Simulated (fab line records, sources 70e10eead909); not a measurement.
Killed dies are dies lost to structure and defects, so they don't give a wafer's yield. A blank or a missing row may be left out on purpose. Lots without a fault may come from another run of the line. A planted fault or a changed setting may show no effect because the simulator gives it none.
Which tool did it? | flow nand_harc | 24 lots, 72 wafers sampled, at 6 steps of a route of 1159

WHAT THE GAUGES READ, wafer by wafer
The record holds no reading of a measuring or inspecting step that can be judged against a usual standard deviation.

WHICH TOOL RAN EACH LOT (tool, then ch and the chambers of the sampled wafers, then the start)
lot  | NHARC_A_CONTACT_DEP_28        | NHARC_A_CONTACT_ETCH_49                       | NHARC_A_CONTACT_ETCH_117             | NHARC_A_CONTACT_ETCH_78                       | NHARC_A_CONTACT_ETCH_124             | NHARC_A_CONTACT_ETCH_130
L074 | acl_dep-01 ch 0, day 16 02:22 | rie_diel-09 ch 0,1,2, day 16 11:13 or earlier | har_cap_etch-01 ch 0,1, day 16 11:13 | rie_diel-09 ch 1,3, day 16 17:35 or earlier   | har_cap_etch-02 ch 0,1, day 16 17:35 | har_cap_etch-02 ch 0,1, day 16 18:29
L075 | acl_dep-02 ch 0, day 16 02:42 | rie_diel-07 ch 0,1, day 16 11:09 or earlier   | har_cap_etch-02 ch 0,1, day 16 11:09 | rie_diel-02 ch 0,2, day 16 17:50 or earlier   | har_cap_etch-01 ch 0,1, day 16 17:50 | har_cap_etch-01 ch 0,1, day 16 18:44
L077 | acl_dep-03 ch 0, day 16 11:02 | rie_diel-09 ch 1,2, day 16 15:43 or earlier   | har_cap_etch-01 ch 0,1, day 16 15:43 | rie_diel-07 ch 0,1,2, day 17 03:00 or earlier | har_cap_etch-02 ch 0,1, day 17 03:00 | har_cap_etch-02 ch 0,1, day 17 04:12
L076 | acl_dep-01 ch 0, day 16 11:07 | rie_diel-02 ch 0,3, day 16 15:56 or earlier   | har_cap_etch-03 ch 0,1, day 16 15:56 | rie_diel-09 ch 0,1, day 17 00:23 or earlier   | har_cap_etch-03 ch 0,1, day 17 00:23 | har_cap_etch-03 ch 0,1, day 17 01:17
L078 | acl_dep-03 ch 0, day 16 15:12 | rie_diel-02 ch 0,2,3, day 16 20:16 or earlier | har_cap_etch-02 ch 0,1, day 16 20:16 | rie_diel-09 ch 1,2,3, day 17 04:19 or earlier | har_cap_etch-01 ch 0,1, day 17 04:19 | har_cap_etch-01 ch 0,1, day 17 05:13
L080 | acl_dep-01 ch 0, day 17 13:41 | rie_diel-07 ch 0,1, day 17 18:15 or earlier   | har_cap_etch-03 ch 0,1, day 17 18:15 | rie_diel-09 ch 0,1,3, day 18 00:20 or earlier | har_cap_etch-01 ch 0,1, day 18 00:20 | har_cap_etch-01 ch 0,1, day 18 01:14
L079 | acl_dep-03 ch 0, day 17 15:55 | rie_diel-09 ch 1,2, day 17 20:37 or earlier   | har_cap_etch-02 ch 0,1, day 17 20:37 | rie_diel-09 ch 0,2,3, day 18 03:13 or earlier | har_cap_etch-03 ch 0,1, day 18 03:13 | har_cap_etch-03 ch 0,1, day 18 04:07
L081 | acl_dep-01 ch 0, day 18 01:12 | rie_diel-09 ch 0,2, day 18 06:13 or earlier   | har_cap_etch-02 ch 0,1, day 18 06:13 | rie_diel-09 ch 0,2,3, day 18 12:22 or earlier | har_cap_etch-01 ch 0,1, day 18 12:22 | har_cap_etch-01 ch 0,1, day 18 13:16
L082 | acl_dep-02 ch 0, day 18 02:16 | rie_diel-02 ch 1,2,3, day 18 07:18 or earlier | har_cap_etch-01 ch 0,1, day 18 07:18 | rie_diel-09 ch 2,3, day 18 13:44 or earlier   | har_cap_etch-03 ch 0,1, day 18 13:44 | har_cap_etch-03 ch 0,1, day 18 14:38
L085 | acl_dep-02 ch 0, day 18 16:32 | rie_diel-02 ch 1,2, day 18 21:47 or earlier   | har_cap_etch-01 ch 0, day 18 21:47   | rie_diel-07 ch 0,2,3, day 19 04:10 or earlier | har_cap_etch-03 ch 1, day 19 04:10   | har_cap_etch-03 ch 1, day 19 05:04
L084 | acl_dep-01 ch 0, day 18 18:16 | rie_diel-09 ch 0,1,3, day 18 23:14 or earlier | har_cap_etch-02 ch 0,1, day 18 23:14 | rie_diel-07 ch 1,3, day 19 05:46 or earlier   | har_cap_etch-02 ch 0,1, day 19 05:46 | har_cap_etch-02 ch 0,1, day 19 06:40
L083 | acl_dep-01 ch 0, day 19 00:49 | rie_diel-02 ch 0,1,2, day 19 05:56 or earlier | har_cap_etch-01 ch 0,1, day 19 05:56 | rie_diel-09 ch 0,2,3, day 19 12:53 or earlier | har_cap_etch-02 ch 0,1, day 19 12:53 | har_cap_etch-02 ch 0,1, day 19 13:47
L087 | acl_dep-01 ch 0, day 19 08:11 | rie_diel-09 ch 0,1, day 19 12:32 or earlier   | har_cap_etch-01 ch 0,1, day 19 12:32 | rie_diel-09 ch 1,2,3, day 19 19:52 or earlier | har_cap_etch-02 ch 0,1, day 19 19:52 | har_cap_etch-02 ch 0,1, day 19 20:46
L088 | acl_dep-02 ch 0, day 19 10:49 | rie_diel-07 ch 2,3, day 19 16:00 or earlier   | har_cap_etch-01 ch 0,1, day 19 16:00 | rie_diel-09 ch 0,2, day 19 22:20 or earlier   | har_cap_etch-03 ch 0,1, day 19 22:20 | har_cap_etch-03 ch 0,1, day 19 23:14
L086 | acl_dep-03 ch 0, day 19 12:17 | rie_diel-09 ch 0,2,3, day 19 17:25 or earlier | har_cap_etch-03 ch 0,1, day 19 17:25 | rie_diel-09 ch 0,1, day 20 00:10 or earlier   | har_cap_etch-01 ch 0,1, day 20 00:10 | har_cap_etch-01 ch 0,1, day 20 01:04
L089 | acl_dep-01 ch 0, day 19 22:44 | rie_diel-02 ch 0,3, day 20 03:11 or earlier   | har_cap_etch-02 ch 0,1, day 20 03:11 | rie_diel-02 ch 0,1, day 20 09:43 or earlier   | har_cap_etch-01 ch 0,1, day 20 09:43 | har_cap_etch-01 ch 0,1, day 20 10:35
L090 | acl_dep-01 ch 0, day 20 02:21 | rie_diel-09 ch 0,1, day 20 07:35 or earlier   | har_cap_etch-02 ch 0,1, day 20 07:35 | rie_diel-09 ch 0,3, day 20 14:21 or earlier   | har_cap_etch-03 ch 0,1, day 20 14:21 | har_cap_etch-03 ch 0,1, day 20 15:16
L092 | acl_dep-02 ch 0, day 20 14:56 | rie_diel-02 ch 0,2,3, day 20 20:03 or earlier | har_cap_etch-01 ch 0,1, day 20 20:03 | rie_diel-02 ch 2,3, day 21 05:20 or earlier   | har_cap_etch-01 ch 0,1, day 21 05:20 | har_cap_etch-01 ch 0,1, day 21 06:32
L091 | acl_dep-03 ch 0, day 20 15:38 | rie_diel-09 ch 1,2,3, day 20 20:40 or earlier | har_cap_etch-03 ch 0,1, day 20 20:40 | rie_diel-09 ch 1,2,3, day 21 04:38 or earlier | har_cap_etch-03 ch 0,1, day 21 04:38 | har_cap_etch-03 ch 0,1, day 21 05:31
L093 | acl_dep-03 ch 0, day 20 21:40 | rie_diel-07 ch 1,3, day 21 02:37 or earlier   | har_cap_etch-01 ch 0,1, day 21 02:37 | rie_diel-09 ch 0,1,2, day 21 10:40 or earlier | har_cap_etch-02 ch 0, day 21 10:40   | har_cap_etch-02 ch 0, day 21 11:35
L094 | acl_dep-02 ch 0, day 21 08:14 | rie_diel-02 ch 0,1,2, day 21 13:41 or earlier | har_cap_etch-01 ch 0,1, day 21 13:41 | rie_diel-09 ch 1,2,3, day 21 22:20 or earlier | har_cap_etch-01 ch 0,1, day 21 22:20 | har_cap_etch-01 ch 0,1, day 21 23:14
L096 | acl_dep-03 ch 0, day 21 14:28 | rie_diel-09 ch 0,1, day 21 19:22 or earlier   | har_cap_etch-02 ch 0,1, day 21 19:22 | rie_diel-09 ch 0,1,3, day 22 02:58 or earlier | har_cap_etch-02 ch 0,1, day 22 02:58 | har_cap_etch-02 ch 0,1, day 22 03:53
L095 | acl_dep-02 ch 0, day 21 20:39 | rie_diel-09 ch 0,1,2, day 22 01:43 or earlier | har_cap_etch-03 ch 0,1, day 22 01:43 | rie_diel-09 ch 0,2,3, day 22 08:01 or earlier | har_cap_etch-03 ch 0,1, day 22 08:01 | har_cap_etch-03 ch 0,1, day 22 08:55
L097 | acl_dep-03 ch 0, day 22 18:06 | rie_diel-02 ch 1,2,3, day 22 22:47 or earlier | har_cap_etch-01 ch 0,1, day 22 22:47 | rie_diel-09 ch 0,1,2, day 23 07:10 or earlier | har_cap_etch-01 ch 1, day 23 07:10   | har_cap_etch-01 ch 1, day 23 08:04
- NHARC_A_CONTACT_DEP_28: deposits aC, target thk 3600 nm.
- NHARC_A_CONTACT_ETCH_49: etches the open film in N2/H2, target depth 260 nm, time 475.3 s.
- NHARC_A_CONTACT_ETCH_117: etches the open film in C4F8/O2/Ar, time 94 s, target depth 922 nm.
- NHARC_A_CONTACT_ETCH_78: etches the open film in O2/COS, target depth 2800 nm, time 728 s.
- NHARC_A_CONTACT_ETCH_124: etches the open film in C4F8/O2/Ar, time 140 s, target depth 700 nm.
- NHARC_A_CONTACT_ETCH_130: etches the open film in C4F8/O2/Ar, time 155 s, target depth 956 nm.

WHAT THE TOOLS THEMSELVES READ (means of the sampled wafers that have a number; where no wafer has one, the mark that the record gives instead)
NHARC_A_CONTACT_DEP_28.
lot  | tool       | throttle_valve_pct (%)
L074 | acl_dep-01 | 35.003
L075 | acl_dep-02 | 34.999
L077 | acl_dep-03 | 34.996
L076 | acl_dep-01 | 35.005
L078 | acl_dep-03 | 35.001
L080 | acl_dep-01 | 34.994
L079 | acl_dep-03 | 34.994
L081 | acl_dep-01 | 34.995
L082 | acl_dep-02 | 34.993
L085 | acl_dep-02 | 34.993
L084 | acl_dep-01 | 35.007
L083 | acl_dep-01 | 35.005
L087 | acl_dep-01 | 35.003
L088 | acl_dep-02 | 34.995
L086 | acl_dep-03 | 35.001
L089 | acl_dep-01 | 35.000
L090 | acl_dep-01 | 35.007
L092 | acl_dep-02 | 35.005
L091 | acl_dep-03 | 34.994
L093 | acl_dep-03 | 35.014
L094 | acl_dep-02 | 34.986
L096 | acl_dep-03 | 35.005
L095 | acl_dep-02 | 35.002
L097 | acl_dep-03 | 34.992

NHARC_A_CONTACT_ETCH_49.
lot  | tool        | drypump_motor_current_A (A) | oes_product_au (a.u.) | rf_fwd_power_W (W) | rf_vpp_V (V) | showerhead_plenum_p_Torr (Torr) | throttle_valve_pct (%)
L074 | rie_diel-09 | 5.9                         | 1.007                 | 399.8              | 432.0        | 2.11                            | 14.169
L075 | rie_diel-07 | 5.7                         | 1.002                 | 398.7              | 431.3        | 2.05                            | 14.177
L077 | rie_diel-09 | 6.1                         | 0.992                 | 399.7              | 433.2        | 2.16                            | 14.168
L076 | rie_diel-02 | 5.8                         | 0.987                 | 399.1              | 435.8        | 2.21                            | 14.171
L078 | rie_diel-02 | 6.0                         | 0.994                 | 399.2              | 434.3        | 2.17                            | 14.178
L080 | rie_diel-07 | 6.0                         | 1.004                 | 398.7              | 432.0        | 2.08                            | 14.177
L079 | rie_diel-09 | 6.1                         | 1.000                 | 399.0              | 433.8        | 2.16                            | 14.177
L081 | rie_diel-09 | 5.8                         | 1.000                 | 400.1              | 432.4        | 2.12                            | 14.173
L082 | rie_diel-02 | 6.3                         | 0.994                 | 400.4              | 433.2        | 2.13                            | 14.175
L085 | rie_diel-02 | 6.6                         | 0.998                 | 399.6              | 432.7        | 2.10                            | 14.164
L084 | rie_diel-09 | 5.6                         | 0.998                 | 400.1              | 431.7        | 2.08                            | 14.170
L083 | rie_diel-02 | 6.2                         | 0.998                 | 400.2              | 432.7        | 2.13                            | 14.168
L087 | rie_diel-09 | 6.0                         | 1.008                 | 399.9              | 431.9        | 2.09                            | 14.176
L088 | rie_diel-07 | 5.6                         | 1.003                 | 399.9              | 433.2        | 2.14                            | 14.168
L086 | rie_diel-09 | 5.5                         | 1.002                 | 398.0              | 432.3        | 2.09                            | 14.169
L089 | rie_diel-02 | 5.7                         | 0.978                 | 398.5              | 435.3        | 2.21                            | 14.175
L090 | rie_diel-09 | 5.7                         | 1.008                 | 402.0              | 430.9        | 2.04                            | 14.168
L092 | rie_diel-02 | 5.9                         | 0.991                 | 399.6              | 433.5        | 2.15                            | 14.174
L091 | rie_diel-09 | 5.7                         | 0.999                 | 400.1              | 433.3        | 2.14                            | 14.181
L093 | rie_diel-07 | 5.5                         | 1.010                 | 399.1              | 431.4        | 2.07                            | 14.171
L094 | rie_diel-02 | 6.2                         | 0.998                 | 399.5              | 433.0        | 2.12                            | 14.171
L096 | rie_diel-09 | 6.0                         | 1.006                 | 397.7              | 431.5        | 2.09                            | 14.173
L095 | rie_diel-09 | 5.8                         | 0.994                 | 398.6              | 431.2        | 2.10                            | 14.177
L097 | rie_diel-02 | 6.3                         | 0.997                 | 398.8              | 432.3        | 2.11                            | 14.160

NHARC_A_CONTACT_ETCH_78.
lot  | tool        | drypump_motor_current_A (A) | oes_product_au (a.u.) | rf_fwd_power_W (W) | rf_vpp_V (V) | showerhead_plenum_p_Torr (Torr) | throttle_valve_pct (%)
L074 | rie_diel-09 | 5.5                         | 1.009                 | 500.9              | 316.0        | 3.25                            | 28.339
L075 | rie_diel-02 | 5.9                         | 0.991                 | 500.6              | 316.4        | 3.30                            | 28.325
L077 | rie_diel-07 | 5.9                         | 1.003                 | 499.6              | 316.3        | 3.21                            | 28.327
L076 | rie_diel-09 | 5.7                         | 1.007                 | 499.0              | 314.9        | 3.13                            | 28.324
L078 | rie_diel-09 | 5.7                         | 1.006                 | 500.0              | 316.4        | 3.28                            | 28.339
L080 | rie_diel-09 | 5.6                         | 1.014                 | 500.3              | 316.0        | 3.19                            | 28.331
L079 | rie_diel-09 | 5.5                         | 0.996                 | 498.4              | 315.2        | 3.20                            | 28.335
L081 | rie_diel-09 | 5.5                         | 1.007                 | 499.7              | 316.4        | 3.20                            | 28.329
L082 | rie_diel-09 | 5.6                         | 0.988                 | 500.4              | 316.0        | 3.28                            | 28.321
L085 | rie_diel-07 | 5.9                         | 0.998                 | 500.8              | 315.8        | 3.26                            | 28.337
L084 | rie_diel-07 | 5.5                         | 1.003                 | 499.3              | 313.8        | 3.18                            | 28.323
L083 | rie_diel-09 | 5.5                         | 1.003                 | 500.1              | 314.4        | 3.19                            | 28.343
L087 | rie_diel-09 | 5.7                         | 0.997                 | 498.3              | 316.2        | 3.27                            | 28.336
L088 | rie_diel-09 | 5.8                         | 0.994                 | 497.9              | 315.7        | 3.22                            | 28.339
L086 | rie_diel-09 | 6.0                         | 0.999                 | 498.8              | 315.4        | 3.19                            | 28.330
L089 | rie_diel-02 | 6.4                         | 0.999                 | 501.5              | 315.9        | 3.26                            | 28.332
L090 | rie_diel-09 | 5.3                         | 1.007                 | 500.1              | 314.6        | 3.16                            | 28.331
L092 | rie_diel-02 | 6.2                         | 1.002                 | 500.5              | 315.0        | 3.21                            | 28.333
L091 | rie_diel-09 | 5.8                         | 1.002                 | 499.5              | 315.8        | 3.27                            | 28.314
L093 | rie_diel-09 | 5.9                         | 1.005                 | 499.7              | 315.4        | 3.21                            | 28.328
L094 | rie_diel-09 | 5.7                         | 0.992                 | 501.8              | 315.7        | 3.27                            | 28.327
L096 | rie_diel-09 | 5.6                         | 1.000                 | 498.1              | 315.0        | 3.18                            | 28.323
L095 | rie_diel-09 | 5.5                         | 1.003                 | 499.3              | 314.9        | 3.19                            | 28.332
L097 | rie_diel-09 | 5.9                         | 1.000                 | 500.2              | 315.8        | 3.20                            | 28.316

THE ANSWER, worked out from the rows above alone
Rule: what is usual is taken from the lots themselves. Put in order of their means at a reading, lots are off if they are a third of the lots or fewer, leave a main group of 4 or more, and stand apart from it by a gap of 3 or more times the standard deviation of the main group's means; of several such gaps the widest counts. A main group whose means are all the same, to the digits that the tables above print for the reading, isn't used. A lot without any number at a reading at which 4 lots or more have one is off too. The other lots that the step has rows for count as sound. The gauges are gone through in route order, then the tools' own readings, and for those a lot's mean is taken as printed above. The first step at which some lot is off is used, and at that step the reading that is off furthest; a lot without a number counts as furthest.
No lot is off at any reading shown: from this, nothing can be told.

WHAT THE SIMULATOR HAD PUT IN
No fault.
